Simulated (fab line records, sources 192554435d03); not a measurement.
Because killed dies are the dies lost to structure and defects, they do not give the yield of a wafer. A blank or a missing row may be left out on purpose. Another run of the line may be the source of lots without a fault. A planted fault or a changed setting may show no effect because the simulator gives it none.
Lot-split experiment | flow n5_finfet | 21 wafers read from 7 lots, route of 1938 steps

## ON THE SPLIT
At N5_FIN_CUT_EXPOSE_05 (exposes mask FIN CUT), the setting dose_mj was moved away from the recipe's 45.75 on 9 of the 21 wafers read, by -7.1% to +6.5%. The other wafers ran this setting at the recipe's value.

## FROM THE SPLIT TO THE READING: what the file shows between them, 2 steps
- N5_FIN_CUT_PEB_06: peb time 60 s
- N5_FIN_CUT_DEVELOP_07: develop time 30 s

## THE READING
cd_nm at N5_FIN_CUT_CD_MEAS_08, given in nm (cd target 29.1 nm). Typical for fault-free wafers on this fab line: 29.19 nm, with standard deviation 0.23 nm.

wafer  | tool, chamber at the split | dose_mj as run | against the recipe | cd_nm, nm | against lot-mates on the recipe
L074.2 | euv_scanner-02, 0          | 48.74          | +6.5%              | 30.25     | +1.40
L074.3 | euv_scanner-02, 0          | 48.74          | +6.5%              | 30.60     | +1.75
L074.4 | euv_scanner-02, 0          | 45.75          | recipe             | 28.85     | -
L076.1 | euv_scanner-02, 0          | 42.96          | -6.1%              | 27.79     | -1.15
L076.3 | euv_scanner-02, 0          | 45.75          | recipe             | 28.94     | -
L076.6 | euv_scanner-02, 0          | 42.96          | -6.1%              | 27.82     | -1.12
L082.1 | euv_scanner-02, 0          | 46.83          | +2.4%              | 29.47     | +0.27
L082.4 | euv_scanner-02, 0          | 45.75          | recipe             | 29.46     | -
L082.5 | euv_scanner-02, 0          | 45.75          | recipe             | 28.93     | -
L086.2 | euv_scanner-02, 0          | 48.11          | +5.2%              | 30.30     | +1.00
L086.5 | euv_scanner-02, 0          | 48.11          | +5.2%              | 30.16     | +0.86
L086.6 | euv_scanner-02, 0          | 45.75          | recipe             | 29.30     | -
L094.2 | euv_scanner-01, 0          | 48.72          | +6.5%              | 30.35     | +1.19
L094.3 | euv_scanner-01, 0          | 45.75          | recipe             | 29.04     | -
L094.4 | euv_scanner-01, 0          | 45.75          | recipe             | 29.29     | -
L095.2 | euv_scanner-01, 0          | 45.75          | recipe             | 29.15     | -
L095.4 | euv_scanner-01, 0          | 45.75          | recipe             | 29.30     | -
L095.5 | euv_scanner-01, 0          | 45.75          | recipe             | 29.09     | -
L097.1 | euv_scanner-01, 0          | 45.75          | recipe             | 29.28     | -
L097.3 | euv_scanner-01, 0          | 42.52          | -7.1%              | 27.81     | -1.52
L097.6 | euv_scanner-01, 0          | 45.75          | recipe             | 29.38     | -

FIT RESULTS
A straight line over all 21 wafers: cd_nm changes by +0.201 nm for each +1% of dose_mj; r = +0.98; the points scatter about the line by 0.17 nm.
The same after taking each lot's own level away (the mean of its wafers on the recipe; 21 wafers): +0.203 nm for each +1%; r = +0.98; scatter 0.16 nm.
That fit puts the effect of the largest move of dose_mj on the reading at 1.4 nm.
From 28.850 to 29.330 nm: that is the span of the lots' own levels, equal to 2.1 times the standard deviation above.
The two slopes agree, so the slope changes little with the lot-to-lot level.
Check: -1.4 nm against its lot-mates is what the line predicts for one of the wafers moved furthest among these (-7.1%) when that wafer is left out of the fit. Against them it came out at -1.52 nm.

## THE WHOLE CHAIN: every reading that the file lists as answering this split, in the file's order
step                   | what it does                                                             | reading                                                               | change (the file's fit)               | r (the file's)
N5_FIN_CUT_CD_MEAS_08  | target cd 29.1 nm                                                        | cd_nm                                                                 | +0.201 nm for each +1% of the setting | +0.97
N5_FIN_CUT_ETCH_30     | etches underlayer in N2/H2, target depth 13 nm, time 10.4 s              | FIN_CUT.cd_offset_nm (the simulator's own value, which no gauge read) | +0.167 nm for each +1% of the setting | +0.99
N5_FIN_CUT_ETCH_20     | etches SiARC in CF4, target depth 26 nm, time 43.3 s                     | FIN_CUT.cd_offset_nm (the simulator's own value, which no gauge read) | +0.177 nm for each +1% of the setting | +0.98
N5_FIN_CUT_ETCH_21     | etches SOC in N2/H2, target depth 219 nm, overetch 43.8 nm, time 523.5 s | FIN_CUT.cd_offset_nm (the simulator's own value, which no gauge read) | +0.146 nm for each +1% of the setting | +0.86
N5_FIN_CUT_CUT_ETCH_27 | etches SiO2 in CHF3/O2, target depth 4 nm, overetch 2 nm, time 4.9 s     | FIN_CUT.cd_offset_nm (the simulator's own value, which no gauge read) | +0.158 nm for each +1% of the setting | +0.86

## FILE'S OWN FIT
cd_nm changes by +0.201 nm for each +1% of dose_mj, r = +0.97.
